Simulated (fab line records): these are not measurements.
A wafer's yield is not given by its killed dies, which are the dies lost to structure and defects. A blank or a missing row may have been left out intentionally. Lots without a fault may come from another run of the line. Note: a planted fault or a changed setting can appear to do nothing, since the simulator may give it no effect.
Matching of chambers -- flow n5Finfet -- N5_BEOL_M10_DESCUM_16 on rieDiel-04: 4 sister chambers
The step chemistry O2, time 7.9 s. 16 wafers are shown with their chamber, then 8 later ones without.

## WAFERS, EACH WITH ITS CHAMBER
wafer,chamber,drypumpMotorCurrentA (A),throttleValvePct (%),oesProductAu (a.u.)
L078.1,1,5.5,20.62,0.69
L078.3,0,6.2,19.96,0.81
L078.5,1,5.5,20.62,0.69
L080.1,2,5.1,20.11,0.85
L080.4,3,5.5,20.47,0.76
L080.6,3,5.5,20.46,0.76
L084.1,2,5.1,20.14,0.83
L084.2,0,6.3,19.98,0.78
L084.3,3,5.5,20.47,0.75
L087.2,3,5.5,20.49,0.75
L087.3,0,6.3,20.00,0.79
L087.6,3,5.5,20.50,0.75
L088.1,1,5.5,20.67,0.68
L088.3,2,5.1,20.15,0.83
L088.4,3,5.5,20.47,0.75
L094.1,0,6.2,20.03,0.77

SIGNATURES, as means of the wafers listed above
reading,chamber 0,chamber 1,chamber 2,chamber 3,scatter within a chamber
drypumpMotorCurrentA,6.250,5.500,5.100,5.500,0.0289
throttleValvePct,19.9925,20.6367,20.1333,20.4767,0.023
oesProductAu,0.7875,0.6867,0.8367,0.7533,0.0106
Rule: a wafer's distance from a chamber is the root of the sum, over the readings, of the square of ((its reading less the chamber's mean) divided by the reading's scatter). If the next closest chamber is less than 2 further off than the closest, the wafer can't be placed; otherwise it belongs to the closest. The scatter is the square root of a quotient: the sum, over the shown wafers, of each reading's squared deviation from its chamber's mean, divided by wafers minus chambers.

## WAFERS MISSING THEIR CHAMBER
wafer,drypumpMotorCurrentA (A),throttleValvePct (%),oesProductAu (a.u.)
L094.2,5.5,20.27,0.98
L094.6,5.5,20.53,0.74
L096.2,5.5,20.51,0.73
L096.4,5.2,20.18,0.82
L096.5,6.2,20.02,0.76
L093.3,5.5,20.51,0.74
L093.4,5.1,20.17,0.82
L093.6,5.1,20.16,0.82

## WHICH CHAMBER EACH ONE RAN IN
wafer,from the rows above,in truth
L094.2,2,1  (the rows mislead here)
L094.6,3,3
L096.2,3,3
L096.4,2,2
L096.5,0,0
L093.3,3,3
L093.4,2,2
L093.6,2,2
Correct placement for 7 of the 8. From these rows, 0 cannot be placed. 1 placed wrongly.
